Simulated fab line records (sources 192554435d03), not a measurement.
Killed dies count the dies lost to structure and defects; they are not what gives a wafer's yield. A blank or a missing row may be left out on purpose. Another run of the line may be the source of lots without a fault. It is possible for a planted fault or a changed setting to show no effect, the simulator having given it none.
Split-lot experiment / flow n5_finfet / 39 wafers read from 7 lots, route of 1938 steps

THE SPLIT ITSELF
At N5_BEOL_M7_ILD_DEP_00 (deposits SiCOH lowk from DEMS/porogen, target thk 179.75 nm, time 33.4 s), the setting target_thk_a was moved away from the recipe's 1797.5 angstrom on 12 of the 39 wafers read, by -58.0% to +55.5%. The other wafers ran this setting at the recipe's value.

FROM SPLIT TO READING: 1 step shown by the file between the two
- N5_BEOL_M7_CURE_74: cures SiCOH lowk, time 240 s

THE READING
M7_ILD_THK (nm), taken at N5_BEOL_M7_THK_MEAS_01. Typical for fault-free wafers on this fab line: 155.7 nm, with standard deviation 2 nm.

wafer=L075.1; tool, chamber at the split=pecvd-02, 1; target_thk_a as run, angstrom=754.1; against the recipe=-58.0%; M7_ILD_THK, nm=64.5; against lot-mates on the recipe=-91.0
wafer=L075.2; tool, chamber at the split=pecvd-02, 0; target_thk_a as run, angstrom=754.1; against the recipe=-58.0%; M7_ILD_THK, nm=64.0; against lot-mates on the recipe=-91.5
wafer=L075.3; tool, chamber at the split=pecvd-02, 2; target_thk_a as run, angstrom=1797.5; against the recipe=recipe; M7_ILD_THK, nm=154.1; against lot-mates on the recipe=-
wafer=L075.4; tool, chamber at the split=pecvd-02, 2; target_thk_a as run, angstrom=754.1; against the recipe=-58.0%; M7_ILD_THK, nm=64.8; against lot-mates on the recipe=-90.7
wafer=L075.5; tool, chamber at the split=pecvd-02, 1; target_thk_a as run, angstrom=1797.5; against the recipe=recipe; M7_ILD_THK, nm=157.4; against lot-mates on the recipe=-
wafer=L075.6; tool, chamber at the split=pecvd-02, 0; target_thk_a as run, angstrom=1797.5; against the recipe=recipe; M7_ILD_THK, nm=155.1; against lot-mates on the recipe=-
wafer=L077.1; tool, chamber at the split=pecvd-03, 2; target_thk_a as run, angstrom=974.5; against the recipe=-45.8%; M7_ILD_THK, nm=80.9; against lot-mates on the recipe=-73.9
wafer=L077.2; tool, chamber at the split=pecvd-03, 1; target_thk_a as run, angstrom=1797.5; against the recipe=recipe; M7_ILD_THK, nm=151.9; against lot-mates on the recipe=-
wafer=L077.3; tool, chamber at the split=pecvd-03, 0; target_thk_a as run, angstrom=1797.5; against the recipe=recipe; M7_ILD_THK, nm=154.8; against lot-mates on the recipe=-
wafer=L077.4; tool, chamber at the split=pecvd-03, 1; target_thk_a as run, angstrom=974.5; against the recipe=-45.8%; M7_ILD_THK, nm=82.8; against lot-mates on the recipe=-72.0
wafer=L077.5; tool, chamber at the split=pecvd-03, 2; target_thk_a as run, angstrom=974.5; against the recipe=-45.8%; M7_ILD_THK, nm=82.8; against lot-mates on the recipe=-72.0
wafer=L077.6; tool, chamber at the split=pecvd-03, 0; target_thk_a as run, angstrom=1797.5; against the recipe=recipe; M7_ILD_THK, nm=157.8; against lot-mates on the recipe=-
wafer=L078.1; tool, chamber at the split=pecvd-03, 0; target_thk_a as run, angstrom=1797.5; against the recipe=recipe; M7_ILD_THK, nm=154.9; against lot-mates on the recipe=-
wafer=L078.2; tool, chamber at the split=pecvd-03, 1; target_thk_a as run, angstrom=1797.5; against the recipe=recipe; M7_ILD_THK, nm=153.0; against lot-mates on the recipe=-
wafer=L078.3; tool, chamber at the split=pecvd-03, 2; target_thk_a as run, angstrom=2104; against the recipe=+17.1%; M7_ILD_THK, nm=180.6; against lot-mates on the recipe=+24.7
wafer=L078.4; tool, chamber at the split=pecvd-03, 0; target_thk_a as run, angstrom=1797.5; against the recipe=recipe; M7_ILD_THK, nm=159.7; against lot-mates on the recipe=-
wafer=L078.5; tool, chamber at the split=pecvd-03, 2; target_thk_a as run, angstrom=2104; against the recipe=+17.1%; M7_ILD_THK, nm=182.7; against lot-mates on the recipe=+26.8
wafer=L078.6; tool, chamber at the split=pecvd-03, 1; target_thk_a as run, angstrom=2104; against the recipe=+17.1%; M7_ILD_THK, nm=181.9; against lot-mates on the recipe=+26.0
wafer=L083.1; tool, chamber at the split=pecvd-04, 0; target_thk_a as run, angstrom=1797.5; against the recipe=recipe; M7_ILD_THK, nm=155.8; against lot-mates on the recipe=-
wafer=L083.2; tool, chamber at the split=pecvd-04, 2; target_thk_a as run, angstrom=1797.5; against the recipe=recipe; M7_ILD_THK, nm=152.9; against lot-mates on the recipe=-
wafer=L083.3; tool, chamber at the split=pecvd-04, 1; target_thk_a as run, angstrom=1797.5; against the recipe=recipe; M7_ILD_THK, nm=157.5; against lot-mates on the recipe=-
wafer=L083.4; tool, chamber at the split=pecvd-04, 1; target_thk_a as run, angstrom=1797.5; against the recipe=recipe; M7_ILD_THK, nm=156.2; against lot-mates on the recipe=-
wafer=L083.5; tool, chamber at the split=pecvd-04, 2; target_thk_a as run, angstrom=1797.5; against the recipe=recipe; M7_ILD_THK, nm=159.1; against lot-mates on the recipe=-
wafer=L083.6; tool, chamber at the split=pecvd-04, 0; target_thk_a as run, angstrom=1797.5; against the recipe=recipe; M7_ILD_THK, nm=157.5; against lot-mates on the recipe=-
wafer=L082.1; tool, chamber at the split=pecvd-04, 0; target_thk_a as run, angstrom=1797.5; against the recipe=recipe; M7_ILD_THK, nm=152.6; against lot-mates on the recipe=-
wafer=L082.2; tool, chamber at the split=pecvd-04, 2; target_thk_a as run, angstrom=1797.5; against the recipe=recipe; M7_ILD_THK, nm=153.8; against lot-mates on the recipe=-
wafer=L082.3; tool, chamber at the split=pecvd-04, 1; target_thk_a as run, angstrom=1797.5; against the recipe=recipe; M7_ILD_THK, nm=155.1; against lot-mates on the recipe=-
wafer=L082.4; tool, chamber at the split=pecvd-04, 2; target_thk_a as run, angstrom=1797.5; against the recipe=recipe; M7_ILD_THK, nm=155.2; against lot-mates on the recipe=-
wafer=L082.5; tool, chamber at the split=pecvd-04, 1; target_thk_a as run, angstrom=1797.5; against the recipe=recipe; M7_ILD_THK, nm=155.4; against lot-mates on the recipe=-
wafer=L082.6; tool, chamber at the split=pecvd-04, 0; target_thk_a as run, angstrom=1797.5; against the recipe=recipe; M7_ILD_THK, nm=157.5; against lot-mates on the recipe=-
wafer=L085.1; tool, chamber at the split=pecvd-02, 1; target_thk_a as run, angstrom=1797.5; against the recipe=recipe; M7_ILD_THK, nm=153.6; against lot-mates on the recipe=-
wafer=L085.2; tool, chamber at the split=pecvd-02, 0; target_thk_a as run, angstrom=2796; against the recipe=+55.5%; M7_ILD_THK, nm=240.5; against lot-mates on the recipe=+85.7
wafer=L085.3; tool, chamber at the split=pecvd-02, 2; target_thk_a as run, angstrom=1797.5; against the recipe=recipe; M7_ILD_THK, nm=154.4; against lot-mates on the recipe=-
wafer=L085.4; tool, chamber at the split=pecvd-02, 0; target_thk_a as run, angstrom=2796; against the recipe=+55.5%; M7_ILD_THK, nm=244.5; against lot-mates on the recipe=+89.7
wafer=L085.5; tool, chamber at the split=pecvd-02, 2; target_thk_a as run, angstrom=1797.5; against the recipe=recipe; M7_ILD_THK, nm=156.5; against lot-mates on the recipe=-
wafer=L085.6; tool, chamber at the split=pecvd-02, 1; target_thk_a as run, angstrom=2796; against the recipe=+55.5%; M7_ILD_THK, nm=245.3; against lot-mates on the recipe=+90.5
wafer=L091.2; tool, chamber at the split=pecvd-03, 1; target_thk_a as run, angstrom=1797.5; against the recipe=recipe; M7_ILD_THK, nm=156.8; against lot-mates on the recipe=-
wafer=L091.5; tool, chamber at the split=pecvd-03, 2; target_thk_a as run, angstrom=1797.5; against the recipe=recipe; M7_ILD_THK, nm=157.7; against lot-mates on the recipe=-
wafer=L091.6; tool, chamber at the split=pecvd-03, 1; target_thk_a as run, angstrom=1797.5; against the recipe=recipe; M7_ILD_THK, nm=157.1; against lot-mates on the recipe=-

FIT RESULTS
A straight line over all 39 wafers: M7_ILD_THK changes by +1.58 nm for each +1% of target_thk_a; r = +1.00; the points scatter about the line by 1.9 nm.
The same after taking each lot's own level away (the mean of its wafers on the recipe; 39 wafers): +1.58 nm for each +1%; r = +1.00; scatter 1.7 nm.
The reading moves by 92 nm for the largest change in target_thk_a, on that fit.
From 154.83 to 157.20 nm: that is the span of the lots' own levels, equal to 1.2 times the standard deviation above.
Hence the lot-to-lot level has little effect on the slope; both slopes agree.
Check: with one of the wafers moved furthest among these (-58.0%) left out of the fit, the line predicts -91.9 nm for it against its lot-mates. Against them it came out at -91 nm.

OTHER SPLITS APPLIED TO THESE WAFERS
Note: prior to the reading, these wafers also went through further splits. Each is held against what the fit with the lots' levels taken away leaves over:
other split on the same wafers=N5_FIN_SAQP_ALD_61 ald_cycles; wafers away from the commonest value=18; r with M7_ILD_THK (lot level and that fit taken away)=-0.15
other split on the same wafers=N5_ILD0_ALD_15 ald_cycles; wafers away from the commonest value=15; r with M7_ILD_THK (lot level and that fit taken away)=-0.04
other split on the same wafers=N5_GATE_CUT_ALD_22 ald_cycles; wafers away from the commonest value=18; r with M7_ILD_THK (lot level and that fit taken away)=-0.06
other split on the same wafers=N5_BEOL_M0_SAQP_PECVD_96 time_s; wafers away from the commonest value=12; r with M7_ILD_THK (lot level and that fit taken away)=+0.13

THE WHOLE CHAIN: every reading that the file lists as answering this split, in the file's order
step=N5_BEOL_M7_ILD_DEP_00; what it does=deposits SiCOH lowk from DEMS/porogen, target thk 179.75 nm, time 33.4 s; reading=SiCOH_lowk_of_BEOL_M7_ILD_DEP_00.thk_nm (the simulator's own value, which no gauge read); change (the file's fit)=+1.82 nm for each +1% of the setting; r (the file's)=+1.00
step=N5_BEOL_M7_CURE_74; what it does=cures SiCOH lowk, time 240 s; reading=SiCOH_lowk_of_BEOL_M7_ILD_DEP_00.thk_nm (the simulator's own value, which no gauge read); change (the file's fit)=+1.58 nm for each +1% of the setting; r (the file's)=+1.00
step=N5_BEOL_M7_THK_MEAS_01; what it does=; reading=M7_ILD_THK; change (the file's fit)=+1.58 for each +1% of the setting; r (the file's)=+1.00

THE FILE'S OWN FIT
M7_ILD_THK changes by +1.58 nm for each +1% of target_thk_a, r = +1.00.
